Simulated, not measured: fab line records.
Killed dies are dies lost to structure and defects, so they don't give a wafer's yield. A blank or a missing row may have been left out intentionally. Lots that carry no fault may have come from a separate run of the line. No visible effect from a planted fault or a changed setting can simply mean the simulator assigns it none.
fab line records    flow nandHarc
record: lots: 6  wafers: 18  lastDay: 33
route steps=1302 shown A_BLC@1130 A_M0@1137 END@1302
lots with no fault: from the same line, run without faults
startH: hours from the record's opening day to when the first of the lot's shown wafers began    waitH: hours since the lot's step before    " unchanged from the row above    L1.1+2: several wafers, shown together as one row    - no value, or no start given    * or withheld: withheld    < > ~ a bound
route shown NAME@n: names a module that has steps shown in the file, with the first one's number in the route    usual: mean/standard deviation of fault-free wafers    same: alike in all rows    chamber/n: place in a boat    sites: readings site by site    _std_site: the values' standard deviation    _edge_site: the outer-site mean with the inner-site mean subtracted    radiusMm: for every site, how far away it sits from the centre of the wafer    mask NAME#n: copy n    behind: the most recent tool/chamber to have shaped the wafer    hold: reason for holding the lot/hours on hold/outcome of the hold    device: the transistor (n, p or np) that didn't switch    end of line: tests run on the same wafers once the route is complete    step lacking rows: just its recipe    killed: at the first sort, the dies lost to defects and structure; wafer yield is something else    map: per-die view of a wafer (x killed, . not killed, _ where there is no die)
set.NAME: the setting as run; set.NAME@STEP: as run at that earlier step    model.NAME: the simulator's own value behind a step, which no gauge read
certain route steps with their lots: each step a table, each wafer a row
services: the hour from which a tool's chamber was out of use, counted from the record's first day as startH (under 0 if before that day), plus the number of hours and why
== steps ==
step: NHARC_A_BLC_PVD_32
recipe: targetThkA: 50  chamberPressurePa: 5  powerW: 5000  substrateTempC: 200  timeS: 17.7  material: Ti
usual: throttleValvePct: 30.5/0.91
lot.wafer  tool           chamber  startH  waitH  throttleValvePct
L331.2     pvdSputter-01  -        -       -      30.5
L331.3     "              -        "       "      30.4
L331.6     "              -        "       "      31.0
L336.4     pvdSputter-03  -        -       -      31.4
L336.1     "              -        "       "      30.3
L336.2     "              -        "       "      30.3
L338.4     pvdSputter-02  -        -       -      29.4
L338.6     "              -        "       "      29.1
L338.5     "              -        "       "      31.3
L345.4     pvdSputter-03  -        -       -      30.5
L345.1     "              -        "       "      31.3
L345.6     "              -        "       "      31.4
L353.4     pvdSputter-02  -        -       -      29.6
L353.3     "              -        "       "      29.1
L353.2     "              -        "       "      29.4
L354.3     pvdSputter-03  -        -       -      30.4
L354.2     "              -        "       "      30.7
L354.6     "              -        "       "      31.3
step: NHARC_A_BLC_ALD_23
recipe: targetThkA: 30  pulseTimeS: 1  aldCycles: 150  tempC: 450  material: TiN
usual: heaterPowerW: 1078/97  precursorPulseHeightRel: 1.003/0.021
same: aldCycles: 150
lot.wafer  tool         chamber  startH  waitH  heaterPowerW  precursorPulseHeightRel
L331.2     aldMetal-02  0        519.00  -      921           0.991
L331.3     "            2        "       "      1069          0.995
L331.6     "            1        "       "      1076          1.000
L336.2     aldMetal-02  1        575.15  -      1047          0.988
L336.1     "            2        "       "      1104          1.001
L336.4     "            3        "       "      1186          1.025
L338.4     aldMetal-04  0        597.95  -      1044          0.952
L338.5     "            2        "       "      1216          1.009
L338.6     "            3        "       "      1105          0.988
L345.4     aldMetal-02  1        689.63  -      1078          1.005
L345.1     "            0        "       "      942           1.032
L345.6     "            2        "       "      1147          0.997
L353.3     aldMetal-02  2        735.68  -      1143          1.012
L353.2     "            3        "       "      1147          0.987
L353.4     "            0        "       "      936           1.003
L354.3     aldMetal-04  2        751.09  -      1134          1.034
L354.2     "            0        "       "      1032          0.994
L354.6     "            1        "       "      1076          1.024
step: NHARC_A_BLC_CVD_24
recipe: targetThkA: 1500  tempC: 300  pressureTorr: 40  wf6FlowSccm: 40  h2FlowSccm: 1600  arFlowSccm: 1560  timeS: 434  material: W
usual: heaterPowerW: 474/45  mfcArSccm: 1560/4.8  throttleValvePct: 7.87/0.21
lot.wafer  tool     chamber  startH  waitH  heaterPowerW  mfcArSccm  throttleValvePct
L331.2     cvdW-01  1        -       -      517           1568       8.07
L331.3     "        0        "       "      440           1558       7.87
L331.6     "        1        "       "      530           1562       7.91
L336.1     cvdW-02  1        -       -      430           1559       7.61
L336.2     "        0        "       "      538           1565       7.66
L336.4     "        0        "       "      534           1557       7.60
L338.4     cvdW-01  1        -       -      531           1566       7.91
L338.6     "        1        "       "      526           1566       8.04
L338.5     "        0        "       "      425           1557       7.73
L345.1     cvdW-02  1        -       -      425           1566       7.96
L345.4     "        0        "       "      498           1570       7.91
L345.6     "        1        "       "      418           1556       7.89
L353.2     cvdW-02  0        -       -      498           1571       7.94
L353.3     "        0        "       "      498           1560       7.96
L353.4     "        0        "       "      489           1567       7.85
L354.2     cvdW-02  0        -       -      494           1556       7.99
L354.3     "        0        "       "      497           1556       8.13
L354.6     "        0        "       "      508           1557       8.34
step: NHARC_A_BLC_CMP_25
recipe: tOverpolishS: 30  targetThkNm: 150
usual: edgeZonePressureFrac: 1.000/0.0046  motorCurrentA: 11.5/1  overpolishRunS: 29.999/0.0077  timeToEndpointS: 29.5/2
lot.wafer  tool    chamber  startH  waitH  edgeZonePressureFrac  motorCurrentA  overpolishRunS  timeToEndpointS
L331.2     cmp-04  0        519.73  0.4    0.980                 10.3           30.011          30.5
L331.3     "       1        "       "      0.999                 11.9           29.999          27.1
L331.6     "       0        "       "      0.989                 10.5           29.990          28.4
L336.1     cmp-03  3        575.91  0.5    0.993                 11.9           30.005          29.5
L336.4     "       0        "       "      0.993                 12.4           29.995          30.3
L336.2     "       1        "       "      1.001                 9.5            29.988          32.3
L338.4     cmp-01  0        598.72  0.4    0.995                 12.0           29.999          31.9
L338.6     "       1        "       "      0.997                 12.1           29.993          30.7
L338.5     "       2        "       "      1.004                 11.1           29.997          30.1
L345.1     cmp-01  3        690.38  0.5    1.008                 11.3           30.005          28.7
L345.4     "       1        "       "      1.001                 12.4           30.009          27.2
L345.6     "       2        "       "      0.992                 10.8           30.016          27.3
L353.4     cmp-01  3        736.85  0.4    0.999                 10.6           30.002          31.4
L353.3     "       0        "       "      1.000                 11.6           30.000          28.6
L353.2     "       1        "       "      0.998                 11.6           29.997          31.4
L354.2     cmp-04  3        751.83  0.5    0.996                 11.0           30.000          28.3
L354.3     "       0        "       "      1.008                 10.2           29.993          29.5
L354.6     "       3        "       "      0.999                 10.8           30.013          28.9
step: NHARC_A_BLC_SRD_27
step: NHARC_A_BLC_INSPECT_28
usual: rawDefectCount: 538/100
lot.wafer  tool              chamber  startH  waitH  rawDefectCount
L331.2     defectInspect-02  -        520.13  0.1    644
L331.3     "                 -        "       "      488
L331.6     "                 -        "       "      496
L336.1     defectInspect-02  -        576.29  0.1    529
L336.2     "                 -        "       "      458
L336.4     "                 -        "       "      403
L338.4     defectInspect-02  -        599.05  0.1    520
L338.5     "                 -        "       "      537
L338.6     "                 -        "       "      548
L345.1     defectInspect-01  -        690.76  0.1    618
L345.4     "                 -        "       "      504
L345.6     "                 -        "       "      406
L353.2     defectInspect-02  -        737.24  0.1    460
L353.3     "                 -        "       "      538
L353.4     "                 -        "       "      509
L354.2     defectInspect-01  -        752.21  0.1    628
L354.3     "                 -        "       "      886
L354.6     "                 -        "       "      556
step: NHARC_A_M0_DEP_00
recipe: targetThkA: 1500  targetThkNm: 150  tempC: withheld  pressureTorr: 5  flowSccm: 200  rfW: 600  material: SiOC
step: NHARC_A_M0_DEHYDRATE_01
recipe: tempC: 150  timeS: 120
step: NHARC_A_M0_HMDS_02
recipe: timeS: 30
step: NHARC_A_M0_COAT_33
recipe: tempC: 200  timeS: 65
step: NHARC_A_M0_COAT_03
recipe: spinRpm: 1500  resistThkNm: 90
step: NHARC_A_M0_SOFTBAKE_04
recipe: tempC: 105  timeS: 55
usual: heaterPowerTotalW: 188.45/0.13  plateTempC: 104.96/0.13  resistLineTempC: 23.02/0.091
lot.wafer  tool           chamber  startH  waitH  heaterPowerTotalW  plateTempC  resistLineTempC
L331.2     lithoTrack-04  0        520     -      188.52             104.81      23.17
L331.3     "              0        "       "      188.39             104.95      23.13
L331.6     "              0        "       "      188.34             104.96      23.01
L336.1     lithoTrack-01  0        576     -      322.95             -           22.98
L336.2     "              0        "       "      188.60             104.90      22.96
L336.4     "              0        "       "      188.41             105.07      22.95
L338.4     lithoTrack-01  0        599     -      188.61             104.82      22.93
L338.5     "              0        "       "      188.29             104.90      22.86
L338.6     "              0        "       "      322.92             -           22.84
L345.1     lithoTrack-01  0        691     -      188.40             105.05      23.16
L345.4     "              0        "       "      188.50             104.81      23.15
L345.6     "              0        "       "      188.47             104.96      23.15
L353.2     lithoTrack-04  0        737     -      188.35             104.95      23.28
L353.3     "              0        "       "      188.35             104.95      23.09
L353.4     "              0        "       "      188.53             105.32      22.97
L354.2     lithoTrack-04  0        752     -      188.43             104.92      22.93
L354.3     "              0        "       "      188.47             105.14      23.03
L354.6     "              0        "       "      188.47             104.96      22.91
step: NHARC_A_M0_EBR_05
step: NHARC_END_SORT_01
recipe: tempC: 25
usual: defectLimitedYield: 90.2/2.3  killedAtArray: 62/15  killedAtOther: 0.8/1  killedAtPeriphery: 3.7/2.6  killedDies: 66/15  killedOpen: 3.1/1.8  killedShort: 2.6/1.7
same: grossDies: 677
lot.wafer  tool       chamber  startH  waitH  defectLimitedYield[%]  killedAtArray  killedAtOther  killedAtPeriphery  killedDies  killedOpen  killedShort
L331.2     prober-01  0        566.45  2.8    91.0                   58             0              3                  61          5           1
L331.3     prober-01  0        567.26  3.1    88.5                   74             1              3                  78          3           6
L331.6     prober-01  0        569.70  4.1    93.4                   40             0              5                  45          4           0
L336.1     prober-01  0        617.10  2.5    86.9                   84             1              4                  89          1           2
L336.2     prober-01  0        617.89  2.8    89.1                   70             1              3                  74          2           3
L336.4     prober-01  0        619.48  3.4    86.0                   94             0              1                  95          2           2
L338.4     prober-02  0        642.01  3.4    93.4                   42             1              2                  45          5           2
L338.5     prober-02  0        642.82  3.7    93.6                   37             2              4                  43          3           2
L338.6     prober-02  0        643.63  4.1    93.4                   44             0              1                  45          2           1
killed by level:class
L331.2 A_CHANNEL_HOLE_D2:chamberFilmFlake=27 A_CHANNEL_HOLE_D1:chamberFilmFlake=18 A_WL_FILL:chamberFilmFlake=5 A_ONON_D2:geometricParticle:open=2 A_CHANNEL_FILL_D2:geometricParticle:open=2 P_CONTACT:chamberFilmFlake=2 A_ONON_D1:geometricParticle:short=1 A_CONTACT:geometricParticle:open=1
L331.3 A_CHANNEL_HOLE_D2:chamberFilmFlake=36 A_CHANNEL_HOLE_D1:chamberFilmFlake=28 P_CONTACT:chamberFilmFlake=2 P_M2:geometricParticle:short=1 A_ONON_D1:geometricParticle:short=1 A_DECK1_JOINT:geometricParticle:short=1 A_CHANNEL_FILL_D2:geometricParticle:open=1 A_WL_FILL:geometricParticle:short=1
L331.6 A_CHANNEL_HOLE_D1:chamberFilmFlake=20 A_CHANNEL_HOLE_D2:chamberFilmFlake=15 P_CONTACT:chamberFilmFlake=4 A_ONON_D1:geometricParticle:open=2 P_GATE:geometricParticle:open=1 A_CONTACT:geometricParticle:open=1 A_STAIRCASE:chamberFilmFlake=1 A_CONTACT:chamberFilmFlake=1
L336.1 A_SLIT:chamberFilmFlake=32 A_CHANNEL_HOLE_D2:chamberFilmFlake=31 A_CONTACT:chamberFilmFlake=6 A_CHANNEL_HOLE_D1:chamberFilmFlake=4 A_CHANNEL_FILL_D2:chamberFilmFlake=4 P_GATE:chamberFilmFlake=2 A_WL_FILL:chamberFilmFlake=2 A_ONON_D1:geometricParticle:open=1
L336.2 A_CHANNEL_HOLE_D2:chamberFilmFlake=26 A_SLIT:chamberFilmFlake=25 A_CONTACT:chamberFilmFlake=5 A_CHANNEL_FILL_D2:chamberFilmFlake=3 A_SGD_CUT:chamberFilmFlake=3 A_CHANNEL_FILL_D2:geometricParticle:short=2 A_M0:geometricParticle:open=2 A_CHANNEL_HOLE_D1:chamberFilmFlake=2
L336.4 A_CHANNEL_HOLE_D2:chamberFilmFlake=39 A_SLIT:chamberFilmFlake=27 A_CONTACT:chamberFilmFlake=7 A_WL_FILL:chamberFilmFlake=5 A_CHANNEL_FILL_D2:chamberFilmFlake=4 A_CHANNEL_HOLE_D1:chamberFilmFlake=3 A_SGD_CUT:chamberFilmFlake=3 A_M0:geometricParticle:open=2
L338.4 A_CHANNEL_HOLE_D2:chamberFilmFlake=10 A_STAIRCASE:chamberFilmFlake=8 A_CHANNEL_HOLE_D1:chamberFilmFlake=7 A_CONTACT:chamberFilmFlake=6 A_CONTACT:geometricParticle:open=2 A_ONON_D1:geometricParticle:short=1 A_ONON_D2:geometricParticle:short=1 A_ONON_D2:geometricParticle:open=1
L338.5 A_CHANNEL_HOLE_D2:chamberFilmFlake=12 A_CHANNEL_HOLE_D1:chamberFilmFlake=9 A_STAIRCASE:chamberFilmFlake=4 A_CONTACT:chamberFilmFlake=4 A_SGD_CUT:geometricParticle:short=2 P_STI:chamberFilmFlake=2 P_GATE:chamberFilmFlake=2 THIN_TSV:chamberFilmFlake=2
L338.6 A_CHANNEL_HOLE_D2:chamberFilmFlake=17 A_STAIRCASE:chamberFilmFlake=6 A_CHANNEL_HOLE_D1:chamberFilmFlake=5 A_CONTACT:chamberFilmFlake=5 A_CHANNEL_FILL_D2:chamberFilmFlake=2 A_WL_FILL:chamberFilmFlake=2 A_DECK1_JOINT:geometricParticle:open=1 A_CHANNEL_FILL_D2:geometricParticle:open=1
== services ==
tool           chamber  startH  hours  kind
cmp-04         -        504.51  4.0    pm
lithoTrack-01  -        505.00  7.0    pm
pvdSputter-02  -        505.16  2.7    repair
pvdSputter-03  -        525.09  1.0    repair
pvdSputter-03  -        526.10  10.0   pm
cmp-01         -        527.55  0.5    repair
cvdW-01        -        547.00  13.0   pm
pvdSputter-03  -        548.23  4.0    repair
lithoTrack-04  -        553.00  7.0    pm
cmp-01         -        557.02  0.6    repair
pvdSputter-02  -        566.26  2.7    repair
cmp-04         -        568.24  3.2    repair
cmp-01         -        577.52  4.0    pm
cmp-01         -        600.13  1.7    repair
cmp-04         -        602.51  4.0    pm
aldMetal-02    -        610.00  10.0   pm
cvdW-02        -        631.00  13.0   pm
aldMetal-02    2        635.16  7.3    repair
cmp-01         -        675.52  4.0    pm
lithoTrack-01  -        680.00  7.0    pm
pvdSputter-03  -        696.28  2.2    repair
pvdSputter-03  -        704.16  10.0   pm
lithoTrack-04  -        728.00  7.0    pm
cvdW-02        1        735.33  4.9    repair
== key ==
firstSign: step: NHARC_A_M0_SOFTBAKE_04  reading: heaterPowerTotalW  direction: up  sigmas: 99+  usual: *  struck: *
effect none on later readings
metAt NHARC_A_M0_SOFTBAKE_04
struckWafers L336.1,L338.6
fault: kind: processParameterDrift  tool: lithoTrack-01  chamber: -  onsetH: 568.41  steps: NHARC_A_M0_SOFTBAKE_04  channel: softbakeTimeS  offset: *  shape: step  endH: 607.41  scope: struckWafersOnly  actsIn: *  stated: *
